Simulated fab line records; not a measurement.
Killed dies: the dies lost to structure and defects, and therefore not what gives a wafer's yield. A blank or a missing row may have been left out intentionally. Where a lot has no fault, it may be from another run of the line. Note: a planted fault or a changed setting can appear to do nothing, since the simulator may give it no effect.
Which tool did it? || flow nand harc || 14 lots with 42 wafers sampled at 5 steps, on a route of 1159 steps

WHAT THE GAUGES READ, wafer by wafer
NHARC_A_CONTACT_CD_MEAS_69 targets a cd of 200 nm. Usual: cd nm reads 199.7 nm (standard deviation 0.52).
{"lot": "L347", "measured": "day 16 22:59", "on": "cd sem-01", "cd nm (nm)": "199.8 199.9 199.4", "flag": ""}
{"lot": "L352", "measured": "day 17 09:55", "on": "cd sem-02", "cd nm (nm)": "200.0 200.2 200.4", "flag": ""}
{"lot": "L354", "measured": "day 17 20:17", "on": "cd sem-01", "cd nm (nm)": "199.3 200.5 200.2", "flag": ""}
{"lot": "L350", "measured": "day 17 22:48", "on": "cd sem-03", "cd nm (nm)": "199.7 200.3 199.7", "flag": ""}
{"lot": "L357", "measured": "day 19 09:26", "on": "cd sem-02", "cd nm (nm)": "199.3 199.7 199.7", "flag": ""}
{"lot": "L359", "measured": "day 19 10:43", "on": "cd sem-02", "cd nm (nm)": "198.9 199.0 198.7", "flag": ""}
{"lot": "L358", "measured": "day 19 12:42", "on": "cd sem-02", "cd nm (nm)": "200.1 200.6 200.0", "flag": ""}
{"lot": "L365", "measured": "day 21 08:55", "on": "cd sem-01", "cd nm (nm)": "199.8 200.5 200.4", "flag": ""}
{"lot": "L366", "measured": "day 21 10:34", "on": "cd sem-03", "cd nm (nm)": "199.2 199.2 199.7", "flag": ""}
{"lot": "L364", "measured": "day 21 12:38", "on": "cd sem-01", "cd nm (nm)": "200.3 200.5 200.2", "flag": ""}
{"lot": "L367", "measured": "day 21 14:14", "on": "cd sem-02", "cd nm (nm)": "199.8 199.8 200.3", "flag": ""}
{"lot": "L368", "measured": "day 22 06:47", "on": "cd sem-01", "cd nm (nm)": "199.2 199.3 198.9", "flag": ""}
{"lot": "L369", "measured": "day 22 13:01", "on": "cd sem-02", "cd nm (nm)": "199.9 200.5 200.4", "flag": ""}
{"lot": "L370", "measured": "day 22 18:35", "on": "cd sem-02", "cd nm (nm)": "199.5 199.4 199.7", "flag": ""}

NHARC_END_SORT_01. Usual: killed at array 29, standard deviation 10; killed at other 0.7, standard deviation 1.1; killed at periphery 3.2, standard deviation 2.2; killed dies 33, standard deviation 11; killed open 3.5, standard deviation 1.8; killed short 2.0, standard deviation 1.4.
{"lot": "L357", "measured": "day 22 01:56", "on": "prober-01", "killed at array": "676 675 675", "killed at other": "1 2 1", "killed at periphery": "0 0 1", "killed dies": "677 677 677", "killed open": "3 2 2", "killed short": "1 2 3", "flag": "OFF"}
{"lot": "L359", "measured": "day 22 02:04", "on": "prober-02", "killed at array": "673 677 675", "killed at other": "0 0 0", "killed at periphery": "4 0 2", "killed dies": "677 677 677", "killed open": "3 0 2", "killed short": "5 3 2", "flag": "OFF"}
{"lot": "L358", "measured": "day 22 09:56", "on": "prober-02", "killed at array": "669 668 669", "killed at other": "0 1 1", "killed at periphery": "8 8 7", "killed dies": "677 677 677", "killed open": "3 5 4", "killed short": "1 3 2", "flag": "OFF"}
{"lot": "L366", "measured": "day 24 14:30", "on": "prober-02", "killed at array": "47 29 32", "killed at other": "0 2 2", "killed at periphery": "1 1 1", "killed dies": "48 32 35", "killed open": "3 3 2", "killed short": "1 2 3", "flag": ""}
{"lot": "L364", "measured": "day 24 06:42", "on": "prober-01", "killed at array": "15 12 6", "killed at other": "0 0 2", "killed at periphery": "2 2 1", "killed dies": "17 14 9", "killed open": "6 2 2", "killed short": "5 1 1", "flag": ""}
{"lot": "L368", "measured": "day 24 22:14", "on": "prober-02", "killed at array": "41 43 25", "killed at other": "0 2 0", "killed at periphery": "2 3 1", "killed dies": "43 48 26", "killed open": "3 2 2", "killed short": "2 2 1", "flag": ""}
{"lot": "L369", "measured": "day 25 01:55", "on": "prober-01", "killed at array": "21 23 27", "killed at other": "2 0 0", "killed at periphery": "5 4 3", "killed dies": "28 27 30", "killed open": "1 4 6", "killed short": "3 1 1", "flag": ""}
{"lot": "L370", "measured": "day 25 08:32", "on": "prober-02", "killed at array": "34 53 34", "killed at other": "2 4 2", "killed at periphery": "4 3 4", "killed dies": "40 60 40", "killed open": "5 6 6", "killed short": "3 3 3", "flag": ""}

WHAT TOOL EACH LOT RAN ON (gives the tool, then ch and the chambers of the sampled wafers, and finally the start)
{"lot": "L347", "NHARC_A_CONTACT_DEP_57": "acl dep-03 ch 0, day 16 20:49", "NHARC_A_CONTACT_ETCH_124": "har cap etch-01 ch 0,1, day 17 00:18", "NHARC_A_CONTACT_ETCH_125": "har cap etch-01 ch 0,1, day 17 00:30"}
{"lot": "L352", "NHARC_A_CONTACT_DEP_57": "acl dep-03 ch 0, day 17 07:29", "NHARC_A_CONTACT_ETCH_124": "har cap etch-01 ch 0,1, day 17 11:13", "NHARC_A_CONTACT_ETCH_125": "har cap etch-01 ch 0,1, day 17 11:25"}
{"lot": "L354", "NHARC_A_CONTACT_DEP_57": "acl dep-02 ch 0, day 17 17:55", "NHARC_A_CONTACT_ETCH_124": "har cap etch-03 ch 0,1, day 17 21:47", "NHARC_A_CONTACT_ETCH_125": "har cap etch-03 ch 0,1, day 17 21:59"}
{"lot": "L350", "NHARC_A_CONTACT_DEP_57": "acl dep-03 ch 0, day 17 20:29", "NHARC_A_CONTACT_ETCH_124": "har cap etch-01 ch 0,1, day 18 00:44", "NHARC_A_CONTACT_ETCH_125": "har cap etch-01 ch 0,1, day 18 00:55"}
{"lot": "L357", "NHARC_A_CONTACT_DEP_57": "acl dep-01 ch 0, day 19 06:58", "NHARC_A_CONTACT_ETCH_124": "har cap etch-01 ch 0,1, day 19 10:56", "NHARC_A_CONTACT_ETCH_125": "har cap etch-01 ch 0,1, day 19 11:08"}
{"lot": "L359", "NHARC_A_CONTACT_DEP_57": "acl dep-02 ch 0, day 19 08:16", "NHARC_A_CONTACT_ETCH_124": "har cap etch-03 ch 0,1, day 19 12:01", "NHARC_A_CONTACT_ETCH_125": "har cap etch-03 ch 0,1, day 19 12:13"}
{"lot": "L358", "NHARC_A_CONTACT_DEP_57": "acl dep-03 ch 0, day 19 10:16", "NHARC_A_CONTACT_ETCH_124": "har cap etch-01 ch 0,1, day 19 14:02", "NHARC_A_CONTACT_ETCH_125": "har cap etch-01 ch 0,1, day 19 14:14"}
{"lot": "L365", "NHARC_A_CONTACT_DEP_57": "acl dep-02 ch 0, day 21 07:13", "NHARC_A_CONTACT_ETCH_124": "har cap etch-01 ch 0,1, day 21 10:19", "NHARC_A_CONTACT_ETCH_125": "har cap etch-01 ch 0,1, day 21 10:29"}
{"lot": "L366", "NHARC_A_CONTACT_DEP_57": "acl dep-02 ch 0, day 21 08:04", "NHARC_A_CONTACT_ETCH_124": "har cap etch-03 ch 0,1, day 21 11:54", "NHARC_A_CONTACT_ETCH_125": "har cap etch-03 ch 0,1, day 21 12:06"}
{"lot": "L364", "NHARC_A_CONTACT_DEP_57": "acl dep-03 ch 0, day 21 10:10", "NHARC_A_CONTACT_ETCH_124": "har cap etch-02 ch 0,1, day 21 13:58", "NHARC_A_CONTACT_ETCH_125": "har cap etch-02 ch 0,1, day 21 14:10"}
{"lot": "L367", "NHARC_A_CONTACT_DEP_57": "acl dep-03 ch 0, day 21 12:44", "NHARC_A_CONTACT_ETCH_124": "har cap etch-01 ch 0,1, day 21 15:36", "NHARC_A_CONTACT_ETCH_125": "har cap etch-01 ch 0,1, day 21 15:47"}
{"lot": "L368", "NHARC_A_CONTACT_DEP_57": "acl dep-03 ch 0, day 22 04:20", "NHARC_A_CONTACT_ETCH_124": "har cap etch-03 ch 0,1, day 22 11:14", "NHARC_A_CONTACT_ETCH_125": "har cap etch-03 ch 0,1, day 22 11:26"}
{"lot": "L369", "NHARC_A_CONTACT_DEP_57": "acl dep-03 ch 0, day 22 11:06", "NHARC_A_CONTACT_ETCH_124": "har cap etch-02 ch 0,1, day 22 14:26", "NHARC_A_CONTACT_ETCH_125": "har cap etch-02 ch 0,1, day 22 14:37"}
{"lot": "L370", "NHARC_A_CONTACT_DEP_57": "acl dep-03 ch 0, day 22 16:01", "NHARC_A_CONTACT_ETCH_124": "har cap etch-03 ch 0,1, day 22 20:08", "NHARC_A_CONTACT_ETCH_125": "har cap etch-03 ch 0,1, day 22 20:20"}
- NHARC_A_CONTACT_DEP_57: deposits aC, target thk 2800 nm.
- NHARC_A_CONTACT_ETCH_124: etches the open film in C4F8/O2/Ar, time 140 s, target depth 700 nm.
- NHARC_A_CONTACT_ETCH_125: etches the open film in C4F8/O2/Ar, time 155 s, target depth 956 nm.

WHAT THE TOOLS THEMSELVES READ (means of the sampled wafers that have a number; where no wafer has one, the mark that the record gives instead)
NHARC_A_CONTACT_DEP_57. Usual: throttle valve pct reads 35.000 % (standard deviation 0.0084).
{"lot": "L347", "tool": "acl dep-03", "throttle valve pct (%)": 34.996, "flag": ""}
{"lot": "L352", "tool": "acl dep-03", "throttle valve pct (%)": 35.007, "flag": ""}
{"lot": "L354", "tool": "acl dep-02", "throttle valve pct (%)": 35.007, "flag": ""}
{"lot": "L350", "tool": "acl dep-03", "throttle valve pct (%)": 35.003, "flag": ""}
{"lot": "L357", "tool": "acl dep-01", "throttle valve pct (%)": 35.000, "flag": ""}
{"lot": "L359", "tool": "acl dep-02", "throttle valve pct (%)": 34.991, "flag": ""}
{"lot": "L358", "tool": "acl dep-03", "throttle valve pct (%)": 35.002, "flag": ""}
{"lot": "L365", "tool": "acl dep-02", "throttle valve pct (%)": 34.997, "flag": ""}
{"lot": "L366", "tool": "acl dep-02", "throttle valve pct (%)": 35.007, "flag": ""}
{"lot": "L364", "tool": "acl dep-03", "throttle valve pct (%)": 35.004, "flag": ""}
{"lot": "L367", "tool": "acl dep-03", "throttle valve pct (%)": 35.008, "flag": ""}
{"lot": "L368", "tool": "acl dep-03", "throttle valve pct (%)": 34.999, "flag": ""}
{"lot": "L369", "tool": "acl dep-03", "throttle valve pct (%)": 34.999, "flag": ""}
{"lot": "L370", "tool": "acl dep-03", "throttle valve pct (%)": 35.004, "flag": ""}

NHARC_A_CONTACT_ETCH_124. Usual: chamber pressure mTorr 20.001 mTorr, standard deviation 0.018; oes air line au 1.003 a.u., standard deviation 0.02.
{"lot": "L347", "tool": "har cap etch-01", "chamber pressure mTorr (mTorr)": 19.989, "oes air line au (a.u.)": 0.997, "flag": ""}
{"lot": "L352", "tool": "har cap etch-01", "chamber pressure mTorr (mTorr)": 20.016, "oes air line au (a.u.)": 0.994, "flag": ""}
{"lot": "L354", "tool": "har cap etch-03", "chamber pressure mTorr (mTorr)": 20.023, "oes air line au (a.u.)": 1.000, "flag": ""}
{"lot": "L350", "tool": "har cap etch-01", "chamber pressure mTorr (mTorr)": 19.999, "oes air line au (a.u.)": 1.010, "flag": ""}
{"lot": "L357", "tool": "har cap etch-01", "chamber pressure mTorr (mTorr)": "-", "oes air line au (a.u.)": "-", "flag": "OFF"}
{"lot": "L359", "tool": "har cap etch-03", "chamber pressure mTorr (mTorr)": "-", "oes air line au (a.u.)": "-", "flag": "OFF"}
{"lot": "L358", "tool": "har cap etch-01", "chamber pressure mTorr (mTorr)": "-", "oes air line au (a.u.)": "-", "flag": "OFF"}
{"lot": "L365", "tool": "har cap etch-01", "chamber pressure mTorr (mTorr)": 20.021, "oes air line au (a.u.)": 1.023, "flag": ""}
{"lot": "L366", "tool": "har cap etch-03", "chamber pressure mTorr (mTorr)": 19.999, "oes air line au (a.u.)": 0.997, "flag": ""}
{"lot": "L364", "tool": "har cap etch-02", "chamber pressure mTorr (mTorr)": 19.990, "oes air line au (a.u.)": 1.019, "flag": ""}
{"lot": "L367", "tool": "har cap etch-01", "chamber pressure mTorr (mTorr)": 19.994, "oes air line au (a.u.)": 1.010, "flag": ""}
{"lot": "L368", "tool": "har cap etch-03", "chamber pressure mTorr (mTorr)": 20.020, "oes air line au (a.u.)": 0.991, "flag": ""}
{"lot": "L369", "tool": "har cap etch-02", "chamber pressure mTorr (mTorr)": 19.990, "oes air line au (a.u.)": 1.005, "flag": ""}
{"lot": "L370", "tool": "har cap etch-03", "chamber pressure mTorr (mTorr)": 19.990, "oes air line au (a.u.)": 1.006, "flag": ""}

NHARC_A_CONTACT_ETCH_125. Usual: chamber pressure mTorr 20.000 mTorr, standard deviation 0.017; oes air line au 1.000 a.u., standard deviation 0.022.
{"lot": "L347", "tool": "har cap etch-01", "chamber pressure mTorr (mTorr)": 20.005, "oes air line au (a.u.)": 0.985, "flag": ""}
{"lot": "L352", "tool": "har cap etch-01", "chamber pressure mTorr (mTorr)": 20.000, "oes air line au (a.u.)": 0.996, "flag": ""}
{"lot": "L354", "tool": "har cap etch-03", "chamber pressure mTorr (mTorr)": 19.990, "oes air line au (a.u.)": 1.004, "flag": ""}
{"lot": "L350", "tool": "har cap etch-01", "chamber pressure mTorr (mTorr)": 19.999, "oes air line au (a.u.)": 0.991, "flag": ""}
{"lot": "L357", "tool": "har cap etch-01", "chamber pressure mTorr (mTorr)": 20.003, "oes air line au (a.u.)": 0.986, "flag": ""}
{"lot": "L359", "tool": "har cap etch-03", "chamber pressure mTorr (mTorr)": 19.989, "oes air line au (a.u.)": 0.982, "flag": ""}
{"lot": "L358", "tool": "har cap etch-01", "chamber pressure mTorr (mTorr)": 20.005, "oes air line au (a.u.)": 1.014, "flag": ""}
{"lot": "L365", "tool": "har cap etch-01", "chamber pressure mTorr (mTorr)": 20.008, "oes air line au (a.u.)": 1.024, "flag": ""}
{"lot": "L366", "tool": "har cap etch-03", "chamber pressure mTorr (mTorr)": 19.983, "oes air line au (a.u.)": 0.982, "flag": ""}
{"lot": "L364", "tool": "har cap etch-02", "chamber pressure mTorr (mTorr)": 19.980, "oes air line au (a.u.)": 1.014, "flag": ""}
{"lot": "L367", "tool": "har cap etch-01", "chamber pressure mTorr (mTorr)": 20.015, "oes air line au (a.u.)": 1.012, "flag": ""}
{"lot": "L368", "tool": "har cap etch-03", "chamber pressure mTorr (mTorr)": 19.988, "oes air line au (a.u.)": 0.993, "flag": ""}
{"lot": "L369", "tool": "har cap etch-02", "chamber pressure mTorr (mTorr)": 20.007, "oes air line au (a.u.)": 1.035, "flag": ""}
{"lot": "L370", "tool": "har cap etch-03", "chamber pressure mTorr (mTorr)": 20.009, "oes air line au (a.u.)": 1.032, "flag": ""}

THE ANSWER, worked out from the rows above alone
Rule: lot off if the mean of its wafers having a number is beyond 3 standard deviations from the usual mean. Also off: a lot with no number at a reading for which 4 or more lots have one. Any other lot the step has rows for is counted as sound. The gauges are gone through in route order, then the tools' own readings, and for those a lot's mean is taken as printed above. The first step at which some lot is off is used, and at that step the reading that is off furthest; a lot without a number counts as furthest.
Off: L357, L359, L358 (NHARC_END_SORT_01, killed at array). Neither off nor sound, because the step has no rows for them: L347, L352, L354, L350, L365, L367.
A tool fits if, at a process step before that reading, it ran every lot that is off, and no sound lot after the first of them. Not tried: the gauges at NHARC_END_SORT_01; whatever is off there is also off at NHARC_A_CONTACT_ETCH_124, on other tools, and gauge error can't account for it. No candidate that was tried fits.

WHAT WAS PUT IN BY THE SIMULATOR
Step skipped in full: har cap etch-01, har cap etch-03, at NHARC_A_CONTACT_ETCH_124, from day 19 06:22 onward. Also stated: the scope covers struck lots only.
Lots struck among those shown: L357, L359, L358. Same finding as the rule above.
